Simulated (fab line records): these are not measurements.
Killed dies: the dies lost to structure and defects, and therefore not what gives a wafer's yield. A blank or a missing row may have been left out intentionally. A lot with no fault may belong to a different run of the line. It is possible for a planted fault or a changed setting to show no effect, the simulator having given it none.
fab line records    flow nand-harc
record: lots: 6  wafers: 18  last-day: 23
route steps=1159 shown A_ZERO_WELL@412 A_SOURCE_PLATE@413 A_ONON_D1@424 END@1159
lots with no fault: from the same line, run without faults
start-h: start of the lot's first displayed wafer, in hours after the record's first day    wait-h: hours from the lot's prior step to this one    " repeats the value in the row above    L1.1+2: a single row standing in for several wafers    - value missing, or start not given    * or withheld: withheld    < > ~ a bound
route shown NAME@n: a module of which the file shows steps, and the number in the route of the first    usual: the fault-free wafers' mean and standard deviation    same: alike in all rows    chamber/n: place in a boat    sites: each site's reading    _std_site: standard deviation of those values    _edge_site: the outer-site mean with the inner-site mean subtracted    radius-mm: for every site, how far away it sits from the centre of the wafer    mask NAME#n: copy n    behind: the last tool/chamber to shape the wafer    hold: the reason the lot was held/the length of the hold in hours/how it ended    device: which transistor (n, p or np) failed to switch    end of line: tests run on the same wafers once the route is complete    a step given without rows: its recipe and nothing more    killed: count of dies lost to structure and defects at first sort (not the wafer's yield)    map: a wafer's dies, x killed, . not, _ none there
set.NAME: the setting that was run; set.NAME@STEP: the one run at that earlier step    model.NAME: the simulator's own value behind a step, which no gauge read
a table for each step, a row for each wafer; lots at some steps of the route
services: from which hour (start-h, from the record's first day; less than 0 if before it) a tool's chamber was out of use, for how many hours, and why
== steps ==
step: NHARC_A_ZERO_WELL_INSPECT_17
usual: raw-defect-count: 12/6.4
lot.wafer  tool               chamber  start-h  wait-h  raw-defect-count
L216.1     defect-inspect-02  -        152.66   0.2     15
L216.3     "                  -        "        "       24
L216.4     "                  -        "        "       21
L221.1     defect-inspect-02  -        180.45   0.2     5
L221.2     "                  -        "        "       6
L221.5     "                  -        "        "       5
L223.2     defect-inspect-02  -        194.93   0.1     5
L223.5     "                  -        "        "       13
L223.6     "                  -        "        "       10
L225.4     defect-inspect-02  -        213.85   0.1     24
L225.5     "                  -        "        "       16
L225.6     "                  -        "        "       21
L226.1     defect-inspect-01  -        227.35   0.2     16
L226.3     "                  -        "        "       13
L226.4     "                  -        "        "       17
L227.2     defect-inspect-01  -        231.14   0.1     8
L227.3     "                  -        "        "       9
L227.6     "                  -        "        "       6
step: NHARC_A_SOURCE_PLATE_PRECLEAN_00
recipe: time-s: 60  chemistry: HF-LAST
step: NHARC_A_SOURCE_PLATE_SRD_01
step: NHARC_A_SOURCE_PLATE_OXIDE_02
recipe: target-thk-a: 100  temp-c: 900  ox-time-s: 1362  material: SiO2
step: NHARC_A_SOURCE_PLATE_THK_MEAS_09
recipe: thk-meas-gauge: ellipsometry
usual: thk-nm: 9.6/0.9
lot.wafer  tool           chamber  start-h  wait-h  thk-nm
L216.1     film-metro-01  -        158.32   0.4     9.6
L216.3     "              -        "        "       9.8
L216.4     "              -        "        "       8.1
L221.1     film-metro-02  -        187.58   0.4     9.3
L221.2     "              -        "        "       10.4
L221.5     "              -        "        "       10.1
L223.2     film-metro-01  -        202.36   0.4     7.9
L223.5     "              -        "        "       9.6
L223.6     "              -        "        "       11.3
L225.4     film-metro-02  -        219.16   0.4     9.0
L225.5     "              -        "        "       8.6
L225.6     "              -        "        "       9.5
L226.1     film-metro-01  -        236.76   0.4     9.2
L226.3     "              -        "        "       9.1
L226.4     "              -        "        "       8.9
L227.2     film-metro-02  -        236.76   0.4     10.4
L227.3     "              -        "        "       9.5
L227.6     "              -        "        "       9.2
step: NHARC_A_SOURCE_PLATE_PVD_04
recipe: target-thk-a: 500  material: WSi2
step: NHARC_A_SOURCE_PLATE_CVD_03
recipe: target-thk-a: 2000  temp-c: 620  pressure-mtorr: 200  time-s: 4000  material: poly-Si
step: NHARC_A_SOURCE_PLATE_ANNEAL_05
recipe: temp-c: 850  time-s: 1800
step: NHARC_A_SOURCE_PLATE_THK_MEAS_06
recipe: thk-meas-gauge: ellipsometry
usual: thk-nm: 199.8/2.1
lot.wafer  tool           chamber  start-h  wait-h  thk-nm
L216.1     film-metro-01  -        171.48   0.4     204.3
L216.3     "              -        "        "       201.7
L216.4     "              -        "        "       201.5
L221.1     film-metro-02  -        200.62   0.4     199.2
L221.2     "              -        "        "       202.1
L221.5     "              -        "        "       200.4
L223.2     film-metro-01  -        215.52   0.4     198.4
L223.5     "              -        "        "       202.0
L223.6     "              -        "        "       200.5
L225.4     film-metro-01  -        234.49   0.4     198.2
L225.5     "              -        "        "       199.6
L225.6     "              -        "        "       198.4
L226.1     film-metro-01  -        250.47   0.4     193.0
L226.3     "              -        "        "       194.6
L226.4     "              -        "        "       195.9
L227.2     film-metro-02  -        250.47   0.4     203.8
L227.3     "              -        "        "       200.5
L227.6     "              -        "        "       200.8
step: NHARC_A_SOURCE_PLATE_INSPECT_08
usual: raw-defect-count: 61/22
lot.wafer  tool               chamber  start-h  wait-h  raw-defect-count
L216.1     defect-inspect-02  -        171.57   0.0     60
L216.3     "                  -        "        "       49
L216.4     "                  -        "        "       31
L221.1     defect-inspect-02  -        200.69   0.0     35
L221.2     "                  -        "        "       47
L221.5     "                  -        "        "       63
L223.2     defect-inspect-02  -        215.60   0.0     30
L223.5     "                  -        "        "       58
L223.6     "                  -        "        "       51
L225.4     defect-inspect-01  -        234.58   0.0     59
L225.5     "                  -        "        "       97
L225.6     "                  -        "        "       81
L226.1     defect-inspect-01  -        250.53   0.0     77
L226.3     "                  -        "        "       57
L226.4     "                  -        "        "       50
L227.2     defect-inspect-02  -        250.53   0.0     52
L227.3     "                  -        "        "       83
L227.6     "                  -        "        "       55
step: NHARC_A_ONON_D1_DEP_00
recipe: target-thk-a: 10000  n2-flow-sccm: 2750  n2o-flow-sccm: 2000  nh3-flow-sccm: 500  sih4-flow-sccm: 210  temp-c: 400
usual: nh3-flow-sccm: 500.1/1.4
lot.wafer  tool           chamber  start-h  wait-h  nh3-flow-sccm
L216.1     pecvd-onon-01  0        171.63   0.1     502.6
L216.3     "              0        "        "       500.0
L216.4     "              0        "        "       499.4
L221.1     pecvd-onon-03  0        200.79   0.1     500.2
L221.2     "              0        "        "       501.8
L221.5     "              0        "        "       501.3
L223.2     pecvd-onon-01  0        215.73   0.1     499.5
L223.5     "              0        "        "       500.7
L223.6     "              0        "        "       500.2
L225.4     pecvd-onon-01  0        234.82   0.2     502.4
L225.5     "              0        "        "       502.6
L225.6     "              0        "        "       501.2
L226.1     pecvd-onon-02  0        250.60   0.1     499.5
L226.3     "              0        "        "       500.0
L226.4     "              0        "        "       499.2
L227.2     pecvd-onon-03  0        250.66   0.1     500.6
L227.3     "              0        "        "       502.9
L227.6     "              0        "        "       501.3
step: NHARC_A_ONON_D1_THK_MEAS_02
recipe: thk-meas-gauge: ellipsometry
usual: thk-nm: 1000/9.6
lot.wafer  tool           chamber  start-h  wait-h  thk-nm
L216.1     film-metro-02  -        172.14   -       999
L216.3     "              -        "        "       1002
L216.4     "              -        "        "       1000
L221.1     film-metro-02  -        201.31   -       1012
L221.2     "              -        "        "       1014
L221.5     "              -        "        "       1014
L223.2     film-metro-01  -        216.18   -       1508
L223.5     "              -        "        "       1506
L223.6     "              -        "        "       1508
L225.4     film-metro-01  -        235.16   -       1497
L225.5     "              -        "        "       1498
L225.6     "              -        "        "       1497
L227.2     film-metro-02  -        251.11   -       1002
L227.3     "              -        "        "       1005
L227.6     "              -        "        "       1002
L226.1     film-metro-01  -        251.12   -       994
L226.3     "              -        "        "       996
L226.4     "              -        "        "       997
step: NHARC_A_ONON_D1_DEP_03
recipe: target-thk-a: 10000  n2-flow-sccm: 2750  n2o-flow-sccm: 2000  nh3-flow-sccm: 500  sih4-flow-sccm: 210  temp-c: 400
step: NHARC_END_SORT_01
recipe: temp-c: 25
usual: killed-at-array: 28/11  killed-at-other: 0.8/1.3  killed-at-periphery: 3.6/2.5  killed-dies: 32/11  killed-open: 3.0/1.8  killed-short: 2.0/1.5
same: gross-dies: 677
lot.wafer  tool       chamber  start-h  wait-h  killed-at-array  killed-at-other  killed-at-periphery  killed-dies  killed-open  killed-short
L223.2     prober-01  0        509.49   2.8     673              1                3                    677          1            1
L223.5     prober-01  0        511.89   3.7     676              1                0                    677          4            1
L223.6     prober-01  0        512.69   4.0     672              0                5                    677          3            0
L225.4     prober-02  0        518.76   3.4     676              0                1                    677          2            0
L225.5     prober-02  0        519.57   3.7     674              0                3                    677          6            2
L225.6     prober-02  0        520.37   4.0     676              0                1                    677          2            1
L226.1     prober-02  0        524.24   2.5     25               0                1                    26           5            1
L226.3     prober-02  0        525.83   3.1     25               0                3                    28           3            1
L226.4     prober-02  0        526.62   3.4     36               0                2                    38           3            3
killed by level:class
L223.2 A_ONON_D1:area-dep=654 A_CHANNEL_HOLE_D1:chamber-film-flake=12 P_BONDPAD:chamber-film-flake=2 A_STAIRCASE:chamber-film-flake=2 A_WL_FILL:chamber-film-flake=2 A_SGD_CUT:geometric-particle:open=1 A_WL_FILL:geometric-particle:short=1 P_M0:chamber-film-flake=1
L223.5 A_ONON_D1:area-dep=645 A_CHANNEL_HOLE_D1:chamber-film-flake=15 A_STAIRCASE:chamber-film-flake=5 A_CONTACT:chamber-film-flake=4 A_WL_FILL:chamber-film-flake=2 A_CHANNEL_FILL_D1:geometric-particle:short=1 A_WL_FILL:geometric-particle:open=1 A_CONTACT:geometric-particle:open=1
L223.6 A_ONON_D1:area-dep=654 A_STAIRCASE:chamber-film-flake=8 A_CHANNEL_HOLE_D1:chamber-film-flake=6 A_WL_FILL:chamber-film-flake=2 P_CONTACT:geometric-particle:open=1 P_M0:geometric-particle:open=1 A_WL_FILL:geometric-particle:open=1 P_STI:chamber-film-flake=1
L225.4 A_ONON_D1:area-dep=643 A_SLIT:chamber-film-flake=19 A_STAIRCASE:chamber-film-flake=6 A_CHANNEL_HOLE_D1:chamber-film-flake=3 A_ZERO_WELL:chamber-film-flake=2 A_CONTACT:chamber-film-flake=2 P_M0:geometric-particle:open=1 A_BLC:geometric-particle:open=1
L225.5 A_ONON_D1:area-dep=638 A_SLIT:chamber-film-flake=17 A_CHANNEL_HOLE_D1:chamber-film-flake=9 A_STAIRCASE:chamber-film-flake=3 A_BLC:geometric-particle:open=2 P_M0:geometric-particle:open=1 P_M1:geometric-particle:short=1 A_ONON_D1:geometric-particle:open=1
L225.6 A_ONON_D1:area-dep=645 A_SLIT:chamber-film-flake=13 A_CHANNEL_HOLE_D1:chamber-film-flake=7 A_STAIRCASE:chamber-film-flake=4 A_CONTACT:chamber-film-flake=3 P_CONTACT:geometric-particle:open=1 A_CONTACT:geometric-particle:short=1 A_M0:geometric-particle:open=1
L226.1 A_CHANNEL_HOLE_D1:chamber-film-flake=14 A_M0:geometric-particle:open=2 A_STAIRCASE:chamber-film-flake=2 A_CONTACT:chamber-film-flake=2 P_CONTACT:geometric-particle:open=1 A_ONON_D1:geometric-particle:open=1 A_ONON_D1:geometric-particle:short=1 A_CONTACT:geometric-particle:open=1
L226.3 A_CHANNEL_HOLE_D1:chamber-film-flake=13 A_CONTACT:chamber-film-flake=5 P_STI:chamber-film-flake=2 A_STAIRCASE:chamber-film-flake=2 A_CHANNEL_HOLE_D1:geometric-particle:short=1 A_WL_FILL:geometric-particle:open=1 A_CONTACT:geometric-particle:open=1 A_M0:geometric-particle:open=1
L226.4 A_CHANNEL_HOLE_D1:chamber-film-flake=24 A_CONTACT:chamber-film-flake=6 P_ZERO_WELL:geometric-particle:short=1 A_ONON_D1:geometric-particle:open=1 A_CHANNEL_FILL_D1:geometric-particle:open=1 A_SGD_CUT:geometric-particle:short=1 A_M0:geometric-particle:short=1 A_M1:geometric-particle:open=1
map L223.2 (x killed, . not)
____________x____________
_________xxxxxxx_________
_______xxxxxxxxxxx_______
______xxxxxxxxxxxxx______
_____xxxxxxxxxxxxxxx_____
____xxxxxxxxxxxxxxxxx____
____xxxxxxxxxxxxxxxxx____
___xxxxxxxxxxxxxxxxxxx___
___xxxxxxxxxxxxxxxxxxx___
__xxxxxxxxxxxxxxxxxxxxx__
__xxxxxxxxxxxxxxxxxxxxx__
_xxxxxxxxxxxxxxxxxxxxxxx_
_xxxxxxxxxxxxxxxxxxxxxxx_
_xxxxxxxxxxxxxxxxxxxxxxx_
_xxxxxxxxxxxxxxxxxxxxxxx_
_xxxxxxxxxxxxxxxxxxxxxxx_
xxxxxxxxxxxxxxxxxxxxxxxxx
xxxxxxxxxxxxxxxxxxxxxxxxx
xxxxxxxxxxxxxxxxxxxxxxxxx
xxxxxxxxxxxxxxxxxxxxxxxxx
xxxxxxxxxxxxxxxxxxxxxxxxx
_xxxxxxxxxxxxxxxxxxxxxxx_
_xxxxxxxxxxxxxxxxxxxxxxx_
_xxxxxxxxxxxxxxxxxxxxxxx_
_xxxxxxxxxxxxxxxxxxxxxxx_
_xxxxxxxxxxxxxxxxxxxxxxx_
__xxxxxxxxxxxxxxxxxxxxx__
__xxxxxxxxxxxxxxxxxxxxx__
___xxxxxxxxxxxxxxxxxxx___
___xxxxxxxxxxxxxxxxxxx___
____xxxxxxxxxxxxxxxxx____
____xxxxxxxxxxxxxxxxx____
_____xxxxxxxxxxxxxxx_____
______xxxxxxxxxxxxx______
_______xxxxxxxxxxx_______
_________xxxxxxx_________
____________x____________
map L225.4 (x killed, . not)
____________x____________
_________xxxxxxx_________
_______xxxxxxxxxxx_______
______xxxxxxxxxxxxx______
_____xxxxxxxxxxxxxxx_____
____xxxxxxxxxxxxxxxxx____
____xxxxxxxxxxxxxxxxx____
___xxxxxxxxxxxxxxxxxxx___
___xxxxxxxxxxxxxxxxxxx___
__xxxxxxxxxxxxxxxxxxxxx__
__xxxxxxxxxxxxxxxxxxxxx__
_xxxxxxxxxxxxxxxxxxxxxxx_
_xxxxxxxxxxxxxxxxxxxxxxx_
_xxxxxxxxxxxxxxxxxxxxxxx_
_xxxxxxxxxxxxxxxxxxxxxxx_
_xxxxxxxxxxxxxxxxxxxxxxx_
xxxxxxxxxxxxxxxxxxxxxxxxx
xxxxxxxxxxxxxxxxxxxxxxxxx
xxxxxxxxxxxxxxxxxxxxxxxxx
xxxxxxxxxxxxxxxxxxxxxxxxx
xxxxxxxxxxxxxxxxxxxxxxxxx
_xxxxxxxxxxxxxxxxxxxxxxx_
_xxxxxxxxxxxxxxxxxxxxxxx_
_xxxxxxxxxxxxxxxxxxxxxxx_
_xxxxxxxxxxxxxxxxxxxxxxx_
_xxxxxxxxxxxxxxxxxxxxxxx_
__xxxxxxxxxxxxxxxxxxxxx__
__xxxxxxxxxxxxxxxxxxxxx__
___xxxxxxxxxxxxxxxxxxx___
___xxxxxxxxxxxxxxxxxxx___
____xxxxxxxxxxxxxxxxx____
____xxxxxxxxxxxxxxxxx____
_____xxxxxxxxxxxxxxx_____
______xxxxxxxxxxxxx______
_______xxxxxxxxxxx_______
_________xxxxxxx_________
____________x____________
== services ==
tool           chamber  start-h  hours  kind
pecvd-onon-03  -        153.34   13.0   pm
pecvd-onon-01  -        195.00   13.0   pm
== key ==
first-sign: step: NHARC_A_ONON_D1_THK_MEAS_02  reading: thk-nm  direction: up  sigmas: 52  usual: 1000  struck: 1502
effect: step: NHARC_END_SORT_01  reading: killed-at-array  direction: up  sigmas: 62  usual: 28  struck: 674
more-kills-born-at: NHARC_A_ONON_D1_DEP_00@pecvd-onon-01: 3879
met-at NHARC_A_ONON_D1_DEP_00
struck-wafers L223.2,L223.5,L223.6,L225.4,L225.5,L225.6
later-rows-left-out L223.2,L223.5,L223.6,L225.4,L225.5,L225.6
tester-left-out L223,L225
onset-between 171.63 215.73
fault: kind: process-parameter-drift  tool: pecvd-onon-01  chamber: 0  onset-h: 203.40  steps: NHARC_A_ONON_D1_DEP_00  channel: target-thk-a  offset: *  shape: step  end-h: 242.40  acts-in: *  stated: *
tester-left-out: of these lots the tester's yield and bins aren't shown, on N5 and GAA mostly nor the transistor test; their killed dies are dies lost to structure and defects alone, not to doping, threshold or leakage, so they don't give the yield
later-rows-left-out: the simulator's readings of these wafers behind a module that went badly wrong aren't trusted and aren't shown, but for the sort
